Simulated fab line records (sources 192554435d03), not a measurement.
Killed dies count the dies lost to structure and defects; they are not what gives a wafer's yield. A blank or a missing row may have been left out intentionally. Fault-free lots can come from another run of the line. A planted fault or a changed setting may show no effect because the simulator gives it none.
Which tool was responsible?	flow n5 finfet	60 wafers from 20 lots sampled at 5 of the route's 1938 steps

## WHAT THE GAUGES SHOWED, per wafer
N5_BEOL_M10_THK_MEAS_01. Usual: M10_ILD_THK typically reads 268 nm, with standard deviation 3.
lot	measured	on	M10_ILD_THK (nm)	flag
L074	day 9 22:19	film metro-02	267 268 270	
L075	day 9 22:44	film metro-01	264 266 263	
L077	day 10 02:11	film metro-02	265 267 269	
L076	day 10 02:15	film metro-01	267 261 273	
L078	day 10 11:27	film metro-01	263 266 266	
L079	day 10 19:48	film metro-02	267 269 271	
L080	day 10 20:53	film metro-01	265 263 272	
L081	day 10 23:28	film metro-02	265 266 270	
L082	day 11 05:50	film metro-02	266 263 265	
L083	day 12 05:29	film metro-02	265 269 270	
L086	day 12 12:50	film metro-02	272 267 272	
L085	day 12 13:00	film metro-02	266 268 269	
L087	day 12 20:04	film metro-01	262 270 270	
L088	day 13 10:32	film metro-02	268 269 271	
L091	day 13 12:09	film metro-02	267 272 270	
L090	day 13 12:29	film metro-02	263 269 264	
L093	day 14 08:04	film metro-02	269 267 272	
L092	day 14 17:44	film metro-02	272 271 273	
L095	day 15 13:06	film metro-01	267 269 270	
L097	day 16 03:49	film metro-01	263 264 269	

N5_BEOL_M10_CD_MEAS_11 targets a cd of 64.1 nm. Usual: cd nm reads 64.1 nm (standard deviation 0.46).
lot	measured	on	cd nm (nm)	flag
L074	day 9 22:48	cd sem-01	64.3 63.9 62.9	
L075	day 9 23:46	cd sem-03	64.8 64.5 65.1	
L077	day 10 03:12	cd sem-01	64.0 64.4 64.6	
L076	day 10 03:22	cd sem-01	64.7 65.0 64.2	
L078	day 10 12:40	cd sem-02	64.5 63.8 64.7	
L079	day 10 22:45	cd sem-02	63.5 64.0 63.6	
L080	day 10 22:47	cd sem-03	63.6 64.2 63.9	
L081	day 11 03:28	cd sem-02	64.4 64.0 63.9	
L082	day 11 07:20	cd sem-01	64.2 64.1 65.0	
L083	day 12 06:28	cd sem-03	64.3 63.7 63.9	
L086	day 12 14:52	cd sem-02	64.6 65.0 65.2	
L085	day 12 15:02	cd sem-02	64.1 64.2 64.4	
L087	day 12 20:53	cd sem-02	63.8 63.9 63.4	
L088	day 13 11:22	cd sem-02	64.2 63.9 63.9	
L091	day 13 13:39	cd sem-03	63.7 63.4 63.9	
L090	day 13 13:52	cd sem-03	64.3 64.1 64.1	
L093	day 14 09:53	cd sem-03	64.3 64.5 64.2	
L092	day 14 19:34	cd sem-03	64.2 64.1 64.0	
L095	day 15 13:43	cd sem-02	64.5 64.4 64.0	
L097	day 16 04:20	cd sem-02	64.0 64.3 63.9	

## TOOL THAT RAN EACH LOT (tool first, then ch and the chambers of the sampled wafers, then the start)
lot	N5_BEOL_M9_ETCH_76	N5_BEOL_M9_ETCH_65	N5_BEOL_M9_ETCH_66
L074	rie diel-04 ch 0,1,3, day 9 16:58	rie diel-04 ch 0,1,3, day 9 16:59	rie diel-04 ch 0,1,3, day 9 17:01
L075	rie diel-06 ch 1,2,3, day 9 17:08	rie diel-06 ch 1,2,3, day 9 17:09	rie diel-06 ch 1,2,3, day 9 17:10
L077	rie diel-05 ch 0,1,2, day 9 22:01	rie diel-05 ch 0,1,2, day 9 22:02	rie diel-05 ch 0,1,2, day 9 22:04
L076	rie diel-05 ch 1,2,3, day 9 22:27	rie diel-05 ch 1,2,3, day 9 22:28	rie diel-05 ch 1,2,3, day 9 22:30
L078	rie diel-06 ch 1,3, day 10 08:05	rie diel-06 ch 1,3, day 10 08:06	rie diel-06 ch 1,3, day 10 08:08
L079	rie diel-05 ch 0,1, day 10 15:35	rie diel-05 ch 0,1, day 10 15:35	rie diel-05 ch 0,1, day 10 15:37
L080	rie diel-04 ch 1,2,3, day 10 17:11	rie diel-04 ch 1,2,3, day 10 17:12	rie diel-04 ch 1,2,3, day 10 17:14
L081	rie diel-04 ch 0,2, day 10 17:47	rie diel-04 ch 0,2, day 10 17:48	rie diel-04 ch 0,2, day 10 17:50
L082	rie diel-04 ch 0,1,3, day 11 02:22	rie diel-04 ch 0,1,3, day 11 02:23	rie diel-04 ch 0,1,3, day 11 02:24
L083	rie diel-05 ch 0,2,3, day 11 23:59	rie diel-05 ch 0,2,3, day 12 00:01	rie diel-05 ch 0,2,3, day 12 00:02
L086	rie diel-05 ch 0,1,2, day 12 08:34	rie diel-05 ch 0,1,2, day 12 08:35	rie diel-05 ch 0,1,2, day 12 08:37
L085	rie diel-04 ch 2,3, day 12 08:34	rie diel-04 ch 2,3, day 12 08:35	rie diel-04 ch 2,3, day 12 08:37
L087	rie diel-05 ch 1,3, day 12 16:37	rie diel-05 ch 1,3, day 12 16:37	rie diel-05 ch 1,3, day 12 16:39
L088	rie diel-05 ch 0,2,3, day 13 05:44	rie diel-05 ch 0,2,3, day 13 05:45	rie diel-05 ch 0,2,3, day 13 05:47
L091	rie diel-05 ch 1,2, day 13 08:05	rie diel-05 ch 1,2, day 13 08:05	rie diel-05 ch 1,2, day 13 08:07
L090	rie diel-05 ch 0,1, day 13 08:30	rie diel-05 ch 0,1, day 13 08:31	rie diel-05 ch 0,1, day 13 08:33
L093	rie diel-05 ch 0,1,2, day 14 04:20	rie diel-05 ch 0,1,2, day 14 04:22	rie diel-05 ch 0,1,2, day 14 04:23
L092	rie diel-04 ch 0,1, day 14 14:20	rie diel-04 ch 0,1, day 14 14:20	rie diel-04 ch 0,1, day 14 14:22
L095	rie diel-06 ch 1,3, day 15 08:21	rie diel-06 ch 1,3, day 15 08:22	rie diel-06 ch 1,3, day 15 08:24
L097	rie diel-05 ch 1,2,3, day 15 23:32	rie diel-05 ch 1,2,3, day 15 23:33	rie diel-05 ch 1,2,3, day 15 23:35
- N5_BEOL_M9_ETCH_76: etches underlayer in N2/H2, target depth 6.5 nm, time 5.2 s.
- N5_BEOL_M9_ETCH_65: etches SiARC in CF4, target depth 15.6 nm, time 26 s.
- N5_BEOL_M9_ETCH_66: etches SOC in N2/H2, target depth 80 nm, overetch 16 nm, time 120 s.

## WHAT THE TOOLS THEMSELVES READ (means of the sampled wafers that have a number; where no wafer has one, the mark that the record gives instead)
N5_BEOL_M9_ETCH_76. Usual: drypump motor current A 5.6 A (standard deviation 0.39); etch rf on time s 5.22 s (standard deviation 0.091); oes product au 0.66 a.u. (standard deviation 0.07); rf fwd power W 819.5 W (standard deviation 2.5); rf vpp V 523.2 V (standard deviation 2.4); showerhead plenum p Torr 2.52 Torr (standard deviation 0.081); throttle valve pct 17.90 % (standard deviation 0.26).
lot	tool	drypump motor current A (A)	etch rf on time s (s)	oes product au (a.u.)	rf fwd power W (W)	rf vpp V (V)	showerhead plenum p Torr (Torr)	throttle valve pct (%)	flag
L074	rie diel-04	5.5	5.15	0.64	818.8	524.3	2.55	18.00	
L075	rie diel-06	5.7	5.23	0.62	821.4	524.4	2.56	17.80	
L077	rie diel-05	5.5	5.20	0.64	817.6	524.0	2.54	18.01	
L076	rie diel-05	5.4	5.22	0.67	821.7	523.2	2.48	17.75	
L078	rie diel-06	5.6	5.31	0.61	818.7	521.9	2.50	17.84	
L079	rie diel-05	5.8	5.28	0.60	817.6	523.6	2.55	18.22	
L080	rie diel-04	5.8	5.16	0.67	818.9	522.7	2.54	18.02	
L081	rie diel-04	6.3	5.11	0.76	818.5	521.1	2.47	17.90	
L082	rie diel-04	5.5	5.22	0.63	821.6	523.3	2.54	18.03	
L083	rie diel-05	5.6	5.26	0.66	821.6	523.6	2.54	17.85	
L086	rie diel-05	5.5	5.27	0.63	820.3	523.6	2.53	18.01	
L085	rie diel-04	6.1	5.18	0.72	818.6	523.3	2.49	18.03	
L087	rie diel-05	5.6	5.21	0.62	821.4	520.3	2.42	17.93	
L088	rie diel-05	5.6	5.31	0.65	820.8	524.6	2.54	17.87	
L091	rie diel-05	5.4	5.20	0.63	819.7	520.8	2.46	17.94	
L090	rie diel-05	5.7	5.17	0.59	818.9	521.8	2.48	18.17	
L093	rie diel-05	5.5	5.22	0.62	822.3	522.7	2.52	18.02	
L092	rie diel-04	5.8	5.07	0.75	819.8	523.7	2.56	17.65	
L095	rie diel-06	5.6	5.28	0.60	819.6	521.3	2.48	17.90	
L097	rie diel-05	5.4	5.27	0.64	820.7	522.2	2.46	17.82	

N5_BEOL_M9_ETCH_65. Usual: cf4 flow sccm 100.0 sccm, standard deviation 0.31; drypump motor current A 5.6 A, standard deviation 0.39; etch rf on time s 26.0 s, standard deviation 0.43; oes product au 0.66 a.u., standard deviation 0.069; rf fwd power W 532.2 W, standard deviation 2.4; rf vpp V 183.8 V, standard deviation 1.2; showerhead plenum p Torr 2.12 Torr, standard deviation 0.066; throttle valve pct 15.70 %, standard deviation 0.24.
lot	tool	cf4 flow sccm (sccm)	drypump motor current A (A)	etch rf on time s (s)	oes product au (a.u.)	rf fwd power W (W)	rf vpp V (V)	showerhead plenum p Torr (Torr)	throttle valve pct (%)	flag
L074	rie diel-04	99.8	5.5	25.8	0.64	532.8	184.7	2.14	15.79	
L075	rie diel-06	100.3	5.6	26.2	0.62	530.5	184.3	2.16	15.69	
L077	rie diel-05	100.3	5.5	26.2	0.64	532.4	183.6	2.14	15.77	
L076	rie diel-05	100.0	5.4	26.2	0.68	532.4	184.0	2.10	15.56	
L078	rie diel-06	100.3	5.6	26.1	0.62	531.3	183.7	2.11	15.71	
L079	rie diel-05	100.1	5.8	26.4	0.60	531.7	183.6	2.15	15.98	
L080	rie diel-04	99.9	5.8	25.6	0.67	530.7	183.5	2.14	15.81	
L081	rie diel-04	100.2	6.2	25.4	0.76	537.3	183.8	2.09	15.66	
L082	rie diel-04	100.0	5.5	26.1	0.63	534.1	184.1	2.14	15.82	
L083	rie diel-05	100.0	5.6	26.2	0.66	531.9	183.7	2.15	15.67	
L086	rie diel-05	100.0	5.5	26.2	0.63	530.0	183.9	2.14	15.82	
L085	rie diel-04	100.3	6.1	25.6	0.72	533.5	182.4	2.10	15.77	
L087	rie diel-05	100.2	5.6	25.7	0.63	527.9	182.6	2.04	15.68	
L088	rie diel-05	100.2	5.6	26.5	0.65	531.3	184.4	2.14	15.70	
L091	rie diel-05	100.0	5.4	25.7	0.63	531.5	183.6	2.07	15.74	
L090	rie diel-05	99.7	5.7	26.1	0.59	531.6	182.7	2.09	15.91	
L093	rie diel-05	99.9	5.5	26.2	0.63	530.6	182.8	2.13	15.84	
L092	rie diel-04	99.6	5.8	25.5	0.75	534.1	184.6	2.16	15.48	
L095	rie diel-06	99.8	5.6	26.4	0.59	530.8	183.6	2.09	15.79	
L097	rie diel-05	100.0	5.4	26.2	0.64	532.2	184.0	2.08	15.64	

N5_BEOL_M9_ETCH_66. Usual: drypump motor current A 5.6 A, standard deviation 0.39; oes product au 0.59 a.u., standard deviation 0.059; rf fwd power W 835 W, standard deviation 3.2; rf vpp V 523.2 V, standard deviation 2.3; showerhead plenum p Torr 2.52 Torr, standard deviation 0.081; throttle valve pct 17.86 %, standard deviation 0.26.
lot	tool	drypump motor current A (A)	oes product au (a.u.)	rf fwd power W (W)	rf vpp V (V)	showerhead plenum p Torr (Torr)	throttle valve pct (%)	flag
L074	rie diel-04	5.5	0.58	836	523.6	2.55	17.97	
L075	rie diel-06	5.6	0.56	833	524.4	2.56	17.78	
L077	rie diel-05	5.5	0.58	833	524.4	2.54	17.94	
L076	rie diel-05	5.4	0.61	835	522.6	2.48	17.70	
L078	rie diel-06	5.6	0.56	834	522.5	2.50	17.80	
L079	rie diel-05	5.9	0.55	837	523.3	2.55	18.18	
L080	rie diel-04	5.8	0.60	836	524.1	2.54	17.97	
L081	rie diel-04	6.2	0.67	836	522.7	2.47	17.85	
L082	rie diel-04	5.5	0.57	836	524.0	2.54	17.98	
L083	rie diel-05	5.6	0.60	836	524.4	2.55	17.81	
L086	rie diel-05	5.5	0.57	837	523.9	2.53	17.98	
L085	rie diel-04	6.0	0.64	838	523.3	2.49	17.98	
L087	rie diel-05	5.6	0.55	834	520.7	2.42	17.88	
L088	rie diel-05	5.6	0.59	836	523.6	2.54	17.83	
L091	rie diel-05	5.4	0.56	834	521.8	2.46	17.90	
L090	rie diel-05	5.7	0.53	836	522.3	2.48	18.12	
L093	rie diel-05	5.5	0.56	835	523.7	2.52	18.01	
L092	rie diel-04	5.8	0.67	837	525.0	2.55	17.61	
L095	rie diel-06	5.6	0.54	835	522.6	2.48	17.88	
L097	rie diel-05	5.4	0.58	833	522.0	2.46	17.78	

## THE ANSWER, worked out from the rows above alone
Rule: lot off if the mean of its wafers having a number is beyond 3 standard deviations from the usual mean. Also off: a lot with no number at a reading for which 4 or more lots have one. The other lots that the step has rows for count as sound. Order of review: gauges by route order, followed by the tools' own readings, for which a lot's mean as printed above is used. At the first step where some lot is off, the reading lying furthest off is the one used; lots without a number count as furthest.
None of the lots is off at any reading shown; this tells nothing.

## WHAT THE SIMULATOR PUT IN
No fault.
